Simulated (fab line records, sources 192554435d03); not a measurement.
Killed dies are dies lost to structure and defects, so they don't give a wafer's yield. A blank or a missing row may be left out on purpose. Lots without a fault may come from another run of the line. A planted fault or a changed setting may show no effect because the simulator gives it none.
fab line records | flow n5_finfet
record lots=6 wafers=18 last_day=14
route steps=1938 shown BEOL_M2@896 BEOL_M3@931 PASSIVATION@1936
lots that met no fault: from a run of the same line without faults
start_h: hours from the record's first day to the start of the lot's first wafer shown | wait_h: hours since the lot's step before | " the same as in the row above | L1.1+2: a row that stands for several wafers | - no value, or no start given | * or withheld: withheld | < > ~ a bound
route shown NAME@n: a module of which the file shows steps, and the number in the route of the first | usual: mean/standard deviation of fault-free wafers | same: alike in all rows | chamber/n: place in a boat | sites: the reading at each site | _std_site: their standard deviation | _edge_site: outer sites' mean less inner sites' | radius_mm: how far each site lies from the wafer's centre | mask NAME#n: copy n | behind: the tool/chamber that last shaped the wafer | hold: why the lot was held/for how many hours/how that ended | device: the transistor (n, p or np) that didn't switch | end of line: the same wafers' tests at the end of the route | a step without rows: its recipe alone | killed: dies lost to structure and defects at the first sort, not the wafer's yield | map: a wafer's dies, x killed, . not, _ none there
set.NAME: the setting as run; set.NAME@STEP: as run at that earlier step | model.NAME: the simulator's own value behind a step, which no gauge read
lots at some steps of the route; a table a step, a row a wafer
services: from which hour (start_h, from the record's first day; less than 0 if before it) a tool's chamber was out of use, for how many hours, and why
## steps
# step N5_BEOL_M2_PRECLEAN_42
# recipe chemistry=residue_remover time_s=60 temp_c=40
# step N5_BEOL_M2_SRD_43
# recipe time_s=30 temp_c=23 rinse_liquid=diw dry=ipa_marangoni
# step N5_BEOL_M2_CD_MEAS_35
# recipe target_cd_nm=18 target_cd_y_nm=22.2 polarity=opening
# usual cd_nm=17.9/0.37
# columns lot.wafer tool chamber start_h wait_h cd_nm
L821.1 cd_sem-01 - 138.86 0.0 17.8
L821.2 " - " " 17.7
L821.6 " - " " 17.4
L823.1 cd_sem-02 - 151.45 0.0 18.4
L823.3 " - " " 18.3
L823.4 " - " " 18.3
L825.3 cd_sem-01 - 155.41 0.0 18.0
L825.4 " - " " 17.0
L825.5 " - " " 17.4
L826.2 cd_sem-01 - 170.75 0.0 18.5
L826.3 " - " " 17.6
L826.6 " - " " 18.0
L833.3 cd_sem-02 - 207.73 0.0 18.3
L833.4 " - " " 18.2
L833.6 " - " " 17.7
L836.1 cd_sem-03 - 222.38 0.0 18.0
L836.3 " - " " 18.4
L836.4 " - " " 17.3
# step N5_BEOL_M2_DEGAS_44
# recipe ambient=vacuum temp_c=250 time_s=60
# step N5_BEOL_M2_PRE_CLEAN_45
# recipe gas=H2/He time_s=30 temp_c=250
# step N5_BEOL_M2_ALD_84
# recipe material=TaN target_thk_a=* temp_c=275 ald_precursor_family=PDMAT ald_co_reactant=NH3 pressure_torr=3 carrier_flow_sccm=1500 pulse_time_s=2 purge_time_s=3 co_reactant_purge_time_s=2 co_reactant_pulse_time_s=3 ald_cycles=30 precursor_vessel_temp_c=75 precursor_vessel_pressure_torr=26.25 precursor_vessel_carrier_sccm=1000
# step N5_BEOL_M2_SURFACE_TREAT_85
# recipe gas=Ar time_s=* ion_energy_ev=* ion_current_ma_cm2=0.5 pressure_mtorr=* ar_flow_sccm=30
# step N5_BEOL_M2_CVD_47
# recipe material=Co target_thk_a=30 temp_c=withheld precursor=CCTBA/H2 pressure_torr=30 time_s=223.8
# step N5_BEOL_M2_SPUTTER_48
# recipe material=Cu target_thk_a=45 temp_c=-20 chamber_pressure_pa=0.07 power_w=withheld time_s=8.29
# step N5_BEOL_M2_ANNEAL_49
# recipe temp_c=400 time_s=240 ambient=vacuum
# usual heater_power_w=808/69
# columns lot.wafer tool chamber start_h wait_h heater_power_w
L821.1 pvd_sputter-03 - 140.17 0.0 835
L821.2 " - " " 772
L821.6 " - " " 787
L823.1 pvd_sputter-03 - 152.76 0.0 825
L823.3 " - " " 716
L823.4 " - " " 813
L825.3 pvd_sputter-03 - 158.03 0.0 802
L825.4 " - " " 765
L825.5 " - " " 849
L826.2 pvd_sputter-02 - 171.94 0.0 826
L826.3 " - " " 867
L826.6 " - " " 838
L833.3 pvd_sputter-03 - 209.55 0.0 833
L833.4 " - " " 701
L833.6 " - " " 820
L836.1 pvd_sputter-03 - 223.35 0.0 717
L836.3 " - " " 819
L836.4 " - " " 836
# step N5_BEOL_M2_SPUTTER_79
# recipe material=Cu target_thk_a=45 temp_c=-20 chamber_pressure_pa=0.07 power_w=withheld time_s=8.29
# step N5_BEOL_M2_ANNEAL_80
# recipe temp_c=400 time_s=240 ambient=vacuum
# step N5_BEOL_M2_SPUTTER_81
# recipe material=Cu target_thk_a=45 temp_c=-20 chamber_pressure_pa=0.07 power_w=withheld time_s=8.29
# usual throttle_valve_pct=30.1/0.99
# columns lot.wafer tool chamber start_h wait_h throttle_valve_pct
L821.1 pvd_sputter-03 - 140.53 0.1 29.7
L821.2 " - " " 30.1
L821.6 " - " " 29.6
L823.1 pvd_sputter-03 - 153.12 0.1 28.6
L823.3 " - " " 30.1
L823.4 " - " " 29.6
L825.3 pvd_sputter-03 - 158.39 0.1 28.3
L825.4 " - " " 30.1
L825.5 " - " " 29.5
L826.2 pvd_sputter-02 - 172.30 0.1 31.0
L826.3 " - " " 29.7
L826.6 " - " " 31.3
L833.3 pvd_sputter-03 - 209.91 0.1 29.4
L833.4 " - " " 30.2
L833.6 " - " " 29.8
L836.1 pvd_sputter-03 - 223.71 0.1 30.0
L836.3 " - " " 29.5
L836.4 " - " " 28.4
# step N5_BEOL_M2_ANNEAL_82
# recipe temp_c=400 time_s=240 ambient=vacuum
# usual heater_power_w=807/66
# columns lot.wafer tool chamber start_h wait_h heater_power_w
L821.1 pvd_sputter-03 - 140.61 0.0 848
L821.2 " - " " 771
L821.6 " - " " 779
L823.1 pvd_sputter-03 - 153.20 0.0 815
L823.3 " - " " 705
L823.4 " - " " 813
L825.3 pvd_sputter-03 - 158.47 0.0 772
L825.4 " - " " 787
L825.5 " - " " 840
L826.2 pvd_sputter-02 - 172.38 0.0 822
L826.3 " - " " 858
L826.6 " - " " 826
L833.3 pvd_sputter-03 - 209.99 0.0 815
L833.4 " - " " 696
L833.6 " - " " 814
L836.1 pvd_sputter-03 - 223.79 0.0 710
L836.3 " - " " 818
L836.4 " - " " 807
# step N5_BEOL_M2_SPUTTER_86
# recipe material=Cu target_thk_a=45 temp_c=-20 chamber_pressure_pa=0.07 power_w=withheld time_s=8.29
# step N5_BEOL_M2_ANNEAL_87
# recipe temp_c=400 time_s=240 ambient=vacuum
# step N5_BEOL_M2_SPUTTER_88
# recipe material=Cu target_thk_a=45 temp_c=-20 chamber_pressure_pa=0.07 power_w=withheld time_s=8.29
# step N5_BEOL_M2_ANNEAL_89
# recipe temp_c=400 time_s=240 ambient=vacuum
# step N5_BEOL_M2_SPUTTER_90
# recipe material=Cu target_thk_a=45 temp_c=-20 chamber_pressure_pa=0.07 power_w=withheld time_s=8.29
# step N5_BEOL_M2_ANNEAL_91
# recipe temp_c=400 time_s=240 ambient=vacuum
# step N5_BEOL_M2_SPUTTER_92
# recipe material=Cu target_thk_a=45 temp_c=-20 chamber_pressure_pa=0.07 power_w=withheld time_s=8.29
# usual throttle_valve_pct=30.1/0.99
# columns lot.wafer tool chamber start_h wait_h throttle_valve_pct
L821.1 pvd_sputter-03 - 141.41 0.1 29.6
L821.2 " - " " 30.0
L821.6 " - " " 30.1
L823.1 pvd_sputter-03 - 154.00 0.1 28.4
L823.3 " - " " 30.1
L823.4 " - " " 29.4
L825.3 pvd_sputter-03 - 159.27 0.1 28.3
L825.4 " - " " 30.1
L825.5 " - " " 29.7
L826.2 pvd_sputter-02 - 173.18 0.1 31.5
L826.3 " - " " 29.5
L826.6 " - " " 31.4
L833.3 pvd_sputter-03 - 210.79 0.1 29.8
L833.4 " - " " 30.3
L833.6 " - " " 29.5
L836.1 pvd_sputter-03 - 224.59 0.1 30.4
L836.3 " - " " 29.7
L836.4 " - " " 28.6
# step N5_BEOL_M2_ANNEAL_93
# recipe temp_c=400 time_s=240 ambient=vacuum
# step N5_BEOL_M2_SPUTTER_94
# recipe material=Cu target_thk_a=45 temp_c=-20 chamber_pressure_pa=0.07 power_w=withheld time_s=8.29
# step N5_BEOL_M2_ANNEAL_95
# recipe temp_c=400 time_s=240 ambient=vacuum
# step N5_BEOL_M2_SPUTTER_96
# recipe material=Cu target_thk_a=45 temp_c=-20 chamber_pressure_pa=0.07 power_w=withheld time_s=8.29
# step N5_BEOL_M2_ECD_50
# recipe material=Cu target_thk_a=3000
# step N5_BEOL_M2_ANNEAL_51
# recipe temp_c=225 time_s=90 ambient=N2
# usual wafer_temp_C_max=225.9/0.33
# columns lot.wafer tool chamber start_h wait_h wafer_temp_C_max
L821.1 rtp_anneal-02 0 142.04 0.1 226.2
L821.2 " 0 " " 225.9
L821.6 " 0 " " 226.1
L823.1 rtp_anneal-02 0 154.64 0.1 226.2
L823.3 " 0 " " 226.2
L823.4 " 0 " " 226.7
L825.3 rtp_anneal-02 0 160.11 0.2 225.9
L825.4 " 0 " " 226.3
L825.5 " 0 " " 225.9
L826.2 rtp_anneal-01 0 173.86 0.1 225.8
L826.3 " 0 " " 225.8
L826.6 " 0 " " 225.9
L833.3 rtp_anneal-02 0 211.52 0.1 225.9
L833.4 " 0 " " 226.0
L833.6 " 0 " " 225.9
L836.1 rtp_anneal-01 0 225.45 0.3 226.2
L836.3 " 0 " " 225.9
L836.4 " 0 " " 226.0
# step N5_BEOL_M2_CMP_52
# recipe stop_on=SiOC t_overpolish_s=6.8 down_force_psi=1 platen_rpm=50 clearing_platen_down_force_psi=1.5 clearing_platen_rpm=50 post_cmp_clean=cu_alkaline target_thk_nm=40 clearing_platen_pad_velocity_m_s=0.99484 pad_velocity_m_s=0.99484
# step N5_BEOL_M2_PRE_CLEAN_60
# recipe gas=NH3/H2 time_s=15 temp_c=* rf_power_w=300
# step N5_BEOL_M2_CO_CAP_55
# recipe material=Co target_thk_a=20 temp_c=200 precursor=CCTBA/H2 pressure_torr=30 time_s=102.1
# usual heater_power_w=226/13
# columns lot.wafer tool chamber start_h wait_h heater_power_w
L821.1 cvd_co-01 0 142.71 0.0 223
L821.2 " 2 " " 205
L821.6 " 0 " " 227
L823.1 cvd_co-02 1 155.44 0.0 246
L823.3 " 0 " " 227
L823.4 " 1 " " 252
L825.3 cvd_co-02 1 160.69 0.0 247
L825.4 " 1 " " 247
L825.5 " 2 " " 216
L826.2 cvd_co-02 1 174.56 0.0 249
L826.3 " 2 " " 212
L826.6 " 1 " " 241
L833.3 cvd_co-02 2 212.10 0.0 218
L833.4 " 1 " " 242
L833.6 " 0 " " 224
L836.1 cvd_co-02 0 226.12 0.0 223
L836.3 " 1 " " 248
L836.4 " 2 " " 214
# step N5_BEOL_M2_PRE_CLEAN_56
# recipe gas=NH3 time_s=15 temp_c=withheld rf_power_w=300
# step N5_BEOL_M2_DEP_57
# recipe material=SiCN target_thk_a=80 temp_c=withheld precursor=3MS/NH3 pressure_torr=3 rf_w=202 time_s=14
# step N5_BEOL_M2_RS_MEAS_58
# recipe thk_meas_gauge=four-point-probe reads=Co_of_BEOL_M2_CO_CAP_55+Cu_of_BEOL_M2_ECD_50+Co_of_BEOL_M2_CVD_47+TaN_of_BEOL_M2_ALD_84
# usual M2_RS=0.68/0.039
# columns lot.wafer tool chamber start_h wait_h M2_RS[ohm/sq]
L821.1 film_metro-01 - 142.89 0.0 0.73
L821.2 " - " " 0.68
L821.6 " - " " 0.68
L823.1 film_metro-01 - 155.66 0.1 0.71
L823.3 " - " " 0.70
L823.4 " - " " 0.67
L825.3 film_metro-01 - 160.87 0.1 0.66
L825.4 " - " " 0.63
L825.5 " - " " 0.68
L826.2 film_metro-01 - 174.74 0.1 0.67
L826.3 " - " " 0.67
L826.6 " - " " 0.61
L833.3 film_metro-01 - 212.28 0.1 0.70
L833.4 " - " " 0.64
L833.6 " - " " 0.72
L836.1 film_metro-01 - 226.30 0.0 0.66
L836.3 " - " " 0.66
L836.4 " - " " 0.68
# step N5_BEOL_M3_ILD_DEP_00
# recipe material=SiOC target_thk_a=790 temp_c=350 precursor=DEMS/O2 pressure_torr=5 rf_w=500 time_s=15.3
# step N5_BEOL_M3_THK_MEAS_01
# recipe reads=SiOC_of_BEOL_M3_ILD_DEP_00
# usual M3_ILD_THK=79.2/1.2
# columns lot.wafer tool chamber start_h wait_h M3_ILD_THK[nm]
L821.1 film_metro-01 - 143.04 0.1 78.2
L821.2 " - " " 78.6
L821.6 " - " " 79.8
L823.1 film_metro-01 - 155.79 0.0 78.1
L823.3 " - " " 78.0
L823.4 " - " " 79.5
L825.3 film_metro-01 - 161.00 0.1 78.3
L825.4 " - " " 78.4
L825.5 " - " " 80.0
L826.2 film_metro-01 - 174.87 0.1 77.2
L826.3 " - " " 78.8
L826.6 " - " " 78.7
L833.3 film_metro-01 - 212.41 0.1 77.8
L833.4 " - " " 80.0
L833.6 " - " " 79.3
L836.1 film_metro-01 - 226.43 0.0 79.7
L836.3 " - " " 78.8
L836.4 " - " " 81.4
# step N5_BEOL_M3_PECVD_72
# recipe material=SiO2 target_thk_a=160 temp_c=400 precursor=TEOS/O2 pressure_torr=5.5 rf_w=450 teos_flow_sccm=53.8 gas=O2 flow_sccm=3000 time_s=18
# step N5_BEOL_M3_HM_DEP_02
# recipe material=TiN target_thk_a=200 temp_c=25 chamber_pressure_pa=0.49996
# step N5_BEOL_M3_COAT_61
# recipe resist=SOC temp_c=250 time_s=60 spin_rpm=1500 resist_thk_nm=60
# step N5_BEOL_M3_COAT_62
# recipe resist=SiARC temp_c=220 time_s=60 spin_rpm=1500 resist_thk_nm=12
# step N5_BEOL_M3_COAT_73
# recipe resist=underlayer temp_c=205 time_s=60 spin_rpm=1500 resist_thk_nm=5
# step N5_PASSIVATION_PROBE_49
# usual defect_limited_yield=91.1/1.5 killed_at_M0_to_M3=35/11 killed_at_M4_up=13/5.7 killed_at_contacts=12/5.7 killed_at_front_end=40/11 killed_at_other=4/4.4 killed_dies=105/18 killed_on_rim=14/3.9 killed_open=68/14 killed_short=34/7.4 sort_bin_5_function=5.2/1 sort_bin_6_memory=3.3/0.67 sort_n_pass=1074/18 sort_yield_pct=91.0/1.5
# same gross_dies=1180 killed_at_back_side=0 sort_bin_4_leakage[%]=0 sort_bin_8_speed[%]=0
# columns lot.wafer tool chamber start_h wait_h defect_limited_yield[%] killed_at_M0_to_M3 killed_at_M4_up killed_at_contacts killed_at_front_end killed_at_other killed_dies killed_on_rim killed_open killed_short sort_bin_5_function[%] sort_bin_6_memory[%] sort_n_pass sort_yield_pct[%]
L821.1 prober-02 - 261.73 0.8 92.1 46 6 10 28 3 93 16 56 35 5.1 2.6 1087 92.1
L821.2 prober-02 - 261.78 0.8 91.5 38 9 4 40 9 100 15 52 45 5.3 2.7 1080 91.5
L821.6 prober-02 - 261.98 1.0 91.2 44 16 5 29 10 104 16 61 39 5.4 3.0 1076 91.2
L825.3 prober-01 - 282.24 0.1 91.4 31 14 15 42 0 102 8 70 31 5.7 2.7 1078 91.4
L825.4 prober-01 - 282.29 0.2 90.3 34 15 18 38 9 114 14 77 29 6.1 3.5 1066 90.3
L825.5 prober-01 - 282.34 0.2 90.4 25 15 14 56 3 113 19 71 36 5.6 3.6 1067 90.4
L823.1 prober-01 - 282.66 0.0 90.8 62 5 8 28 5 108 13 71 30 4.6 4.3 1072 90.8
L823.3 prober-01 - 282.76 0.1 90.7 36 11 10 46 7 110 17 59 39 5.7 2.8 1070 90.7
L823.4 prober-01 - 282.81 0.2 89.7 52 10 24 30 5 121 17 74 46 5.6 4.2 1059 89.7
L826.2 prober-02 - 296.10 0.1 88.9 36 21 9 63 2 131 21 87 44 6.2 4.4 1049 88.9
L826.3 prober-02 - 296.15 0.1 89.5 46 17 4 47 10 124 15 78 38 6.9 3.4 1056 89.5
L826.6 prober-02 - 296.30 0.3 88.5 57 13 11 54 1 136 17 85 50 6.4 4.7 1044 88.5
L833.3 prober-01 - 327.58 0.1 85.0 130 7 6 32 2 177 23 58 22 9.5 3.5 1003 85.0
L833.4 prober-01 - 327.63 0.2 85.2 125 4 5 40 1 175 31 48 31 9.1 4.2 1005 85.2
L833.6 prober-01 - 327.73 0.3 84.8 122 19 13 22 3 179 27 58 21 9.7 3.9 1001 84.8
L836.1 prober-02 - 345.56 0.0 82.3 136 22 19 29 3 209 23 77 36 10.1 4.8 971 82.3
L836.3 prober-02 - 345.66 0.1 83.9 127 23 7 32 1 190 26 70 35 10.3 4.2 990 83.9
L836.4 prober-02 - 345.71 0.2 82.7 151 8 11 26 8 204 22 45 38 10.9 4.6 976 82.7
# killed by level:class
L821.1 MOL_CONTACT_COAG:geometric_particle:open=10 BEOL_M0_SAQP:geometric_particle:short=9 FIN_SAQP:geometric_particle:short=8 BEOL_M0_SAQP:geometric_particle:open=7 BEOL_M1:geometric_particle:open=7 BEOL_M3:geometric_particle:open=7 BEOL_M1:geometric_particle:short=6 BEOL_M2:geometric_particle:open=6
L821.2 STI_FIN_REVEAL:geometric_particle:open=15 FIN_SAQP:geometric_particle:short=11 BEOL_M1:geometric_particle:open=9 BEOL_M1:geometric_particle:short=7 BEOL_M0_SAQP:geometric_particle:short=6 BEOL_M3:geometric_particle:open=5 BEOL_M0_SAQP:geometric_particle:open=4 BEOL_M2:geometric_particle:open=4
L821.6 FIN_SAQP:geometric_particle:short=11 BEOL_M0_SAQP:geometric_particle:short=9 BEOL_M0_SAQP:geometric_particle:open=8 BEOL_M1:geometric_particle:open=8 BEOL_M4:geometric_particle:open=7 BEOL_M2:geometric_particle:open=6 STI_FIN_REVEAL:geometric_particle:open=5 BEOL_M1:geometric_particle:short=5
L825.3 STI_FIN_REVEAL:geometric_particle:open=15 MOL_CONTACT_COAG:geometric_particle:open=13 DUMMY_GATE:geometric_particle:open=7 BEOL_M0_SAQP:geometric_particle:open=6 BEOL_M1:geometric_particle:open=6 STARTING-WAFER:geometric_particle:short=6 BEOL_M0_SAQP:geometric_particle:short=5 BEOL_M2:geometric_particle:open=5
L825.4 MOL_CONTACT_COAG:geometric_particle:open=15 BEOL_M0_SAQP:geometric_particle:open=10 MIM_TOP_ETCH:area_etch=8 FIN_SAQP:geometric_particle:open=7 STI_FIN_REVEAL:geometric_particle:open=7 BEOL_M4:geometric_particle:open=7 FIN_SAQP:geometric_particle:short=6 BEOL_M3:geometric_particle:open=6
L825.5 STI_FIN_REVEAL:geometric_particle:open=15 MOL_CONTACT_COAG:geometric_particle:open=10 FIN_SAQP:geometric_particle:open=9 FIN_SAQP:geometric_particle:short=7 STI_FIN_REVEAL:geometric_particle:short=6 DUMMY_GATE:geometric_particle:open=6 BEOL_M3:geometric_particle:open=6 BEOL_M1:geometric_particle:open=5
L823.1 BEOL_M3:geometric_particle:open=16 BEOL_M2:geometric_particle:open=11 BEOL_M0_SAQP:geometric_particle:open=9 STI_FIN_REVEAL:geometric_particle:open=8 BEOL_M0_SAQP:geometric_particle:short=8 BEOL_M1:geometric_particle:open=8 MOL_CONTACT_COAG:geometric_particle:open=6 FIN_SAQP:geometric_particle:open=5
L823.3 FIN_SAQP:geometric_particle:open=10 MOL_CONTACT_COAG:geometric_particle:open=9 BEOL_M2:geometric_particle:open=6 BEOL_M0_SAQP:geometric_particle:short=6 BEOL_M0_SAQP:geometric_particle:open=6 BEOL_M3:geometric_particle:short=6 GATE_CUT:geometric_particle:short=5 FIN_SAQP:geometric_particle:short=4
L823.4 MOL_CONTACT_COAG:geometric_particle:open=20 BEOL_M2:geometric_particle:open=14 BEOL_M0_SAQP:geometric_particle:short=13 BEOL_M3:geometric_particle:open=10 FIN_SAQP:geometric_particle:short=6 BEOL_M1:geometric_particle:short=5 FIN_SAQP:geometric_particle:open=4 STI_FIN_REVEAL:geometric_particle:short=4
L826.2 STI_FIN_REVEAL:geometric_particle:open=19 FIN_SAQP:geometric_particle:short=14 BEOL_M0_SAQP:geometric_particle:open=11 BEOL_M3:geometric_particle:open=10 FIN_SAQP:geometric_particle:open=9 BEOL_M0_SAQP:geometric_particle:short=8 MOL_CONTACT_COAG:geometric_particle:open=7 GATE_CUT:geometric_particle:short=6
L826.3 BEOL_M0_SAQP:geometric_particle:open=19 STI_FIN_REVEAL:geometric_particle:open=17 BEOL_M0_SAQP:geometric_particle:short=12 BEOL_M3:geometric_particle:open=8 MIM_TOP_ETCH:area_etch=7 FIN_SAQP:geometric_particle:open=6 BEOL_M4:geometric_particle:open=6 GATE_CUT:geometric_particle:short=5
L826.6 BEOL_M0_SAQP:geometric_particle:open=20 STI_FIN_REVEAL:geometric_particle:open=14 GATE_CUT:geometric_particle:short=12 BEOL_M0_SAQP:geometric_particle:short=12 FIN_SAQP:geometric_particle:open=9 BEOL_M3:geometric_particle:open=9 MOL_CONTACT_COAG:geometric_particle:open=8 FIN_SAQP:geometric_particle:short=6
L833.3 BEOL_M2:unspecified=97 BEOL_M0_SAQP:geometric_particle:open=9 FIN_SAQP:geometric_particle:open=8 STI_FIN_REVEAL:geometric_particle:open=6 BEOL_M2:geometric_particle:open=6 BEOL_M0_SAQP:geometric_particle:short=5 BEOL_M1:geometric_particle:open=5 FIN_SAQP:geometric_particle:short=4
L833.4 BEOL_M2:unspecified=93 FIN_SAQP:geometric_particle:open=11 BEOL_M1:geometric_particle:open=11 BEOL_M0_SAQP:geometric_particle:short=8 BEOL_M0_SAQP:geometric_particle:open=6 GATE_CUT:geometric_particle:short=5 FIN_SAQP:geometric_particle:short=4 STI_FIN_REVEAL:geometric_particle:open=3
L833.6 BEOL_M2:unspecified=97 BEOL_M0_SAQP:geometric_particle:open=12 BEOL_M4:geometric_particle:open=10 MOL_CONTACT_COAG:geometric_particle:open=9 FIN_SAQP:geometric_particle:open=6 MOL_CONTACT_COAG:geometric_particle:short=4 BEOL_M1:geometric_particle:open=4 BEOL_M0_SAQP:geometric_particle:short=3
L836.1 BEOL_M2:unspecified=92 MOL_CONTACT_COAG:geometric_particle:open=17 BEOL_M0_SAQP:geometric_particle:open=11 BEOL_M0_SAQP:geometric_particle:short=10 BEOL_M4:geometric_particle:open=10 BEOL_M1:geometric_particle:open=8 STI_FIN_REVEAL:geometric_particle:open=5 FIN_SAQP:geometric_particle:open=4
L836.3 BEOL_M2:unspecified=85 STI_FIN_REVEAL:geometric_particle:open=11 BEOL_M0_SAQP:geometric_particle:open=10 BEOL_M0_SAQP:geometric_particle:short=9 BEOL_M2:geometric_particle:open=7 BEOL_M4:geometric_particle:open=7 GATE_CUT:geometric_particle:short=6 MOL_CONTACT_COAG:geometric_particle:open=6
L836.4 BEOL_M2:unspecified=118 BEOL_M0_SAQP:geometric_particle:short=12 MOL_CONTACT_COAG:geometric_particle:open=7 BEOL_M0_SAQP:geometric_particle:open=6 BEOL_M2:geometric_particle:open=5 DUMMY_GATE:geometric_particle:open=4 MOL_CONTACT_COAG:geometric_particle:short=4 BEOL_M1:geometric_particle:open=4
# map L833.6 (x killed, . not)
_________________xxxxxxxx.x..________________
______________xxxxxxxxxxx.x.x..._____________
___________..xxxxxxxxxxxxxx....x...__________
__________.x..xxxxxxxxxxxxx..x......_________
________...xx.xxxxxxxx.xxx.......x...._______
_______......x.xxxxxxxxxx.x............______
______.........xxxxx..xxxx.......x......_____
_____........x.xxxxxxxxx.x.x.............____
____.x.............xxxx.....x...x..x......___
___..x.............x.....................x.__
___....................x.............x.....__
__..........x............x.................x_
__x.......xx.................x....x........._
_...................x..................x.....
_x.............................xx..x....x....
_................x..x..............x.......x.
_.........xx.......x.........x...............
_............x..........xx...................
_..x.....xx...x.x............................
_................x.........................x.
_................x.x.x.....................x.
__...................x......x..............._
__................x..................x......_
___.............x.....xx..x................__
___.........x......................x.......__
____.....x.x..........x...x...............___
_____.........x..........................____
______..xx........x.x..................._____
_______..........x.x.......x...........______
________.....x........................_______
__________..x......................._________
___________......x.............xx..__________
______________...........x......_____________
_________________...........x________________
# map L836.1 (x killed, . not)
_________________x...x.......________________
______________.x..........x....._____________
___________.........x......x.......__________
__________.........................x_________
________....x..........x...x.xx......._______
_______..x...............x.........xxx.______
______.x.....................x.........._____
_____.....................x.......x......____
____................x..............x.x....___
___.x..............x...x........x..x.......__
___.x.........x..x...........x.x...........__
__....x.xx.xx......x.x..............x....x.._
__.x........................................_
_...x..x.....x......xx..x...x...........x....
_x.x..x......x............x..................
_...xxx.............xx...xx....x..........x..
_.xxxxx.xx.....................x..........x..
_xxxxxxxxx.........x........x....x........x..
_xxxxxxxxxx...................x..x........x..
_xxxxxxxxxxx....x.x..............x...........
_xxxxxxxxxxxx...x.......x..x..x..............
__.xxxxxxxxxx....x.........x................_
__xxxxxxx.xx................................_
___xxxxxxxxx..........x.x........x.....xxx.__
___xx.xxxxx..............................x.__
____..xx.xx....................x.....xx..x___
_____..xx.......x..x.......x..x.....xx...____
______......x................x.xx......._____
_______....xx.....x.x..............xx..______
________...x.............x............_______
__________......x........x........x._________
___________........x...........x...__________
______________.x................_____________
_________________............________________
## services
# columns tool chamber start_h hours kind
rtp_anneal-02 - 175.38 5.5 pm
pvd_sputter-02 - 177.09 4.0 repair
## key
first_sign step=N5_PASSIVATION_PROBE_49 reading=killed_at_M0_to_M3 direction=up sigmas=8.8 usual=35 struck=132
effect step=N5_PASSIVATION_PROBE_49 reading=defect_limited_yield direction=down sigmas=4.8 usual=91.1 struck=84.0
more_kills_born_at N5_BEOL_M2_SPUTTER_81@pvd_sputter-03=582
met_at N5_BEOL_M2_SPUTTER_81
struck_wafers L833.3,L833.4,L833.6,L836.1,L836.3,L836.4
onset_between 158.39 209.91
also_fits time
fault kind=chamber_particle_source tool=pvd_sputter-03 chamber=- onset_h=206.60 steps=N5_BEOL_M2_SPUTTER_81 rate_per_visit_cm2=0.65332 end_h=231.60
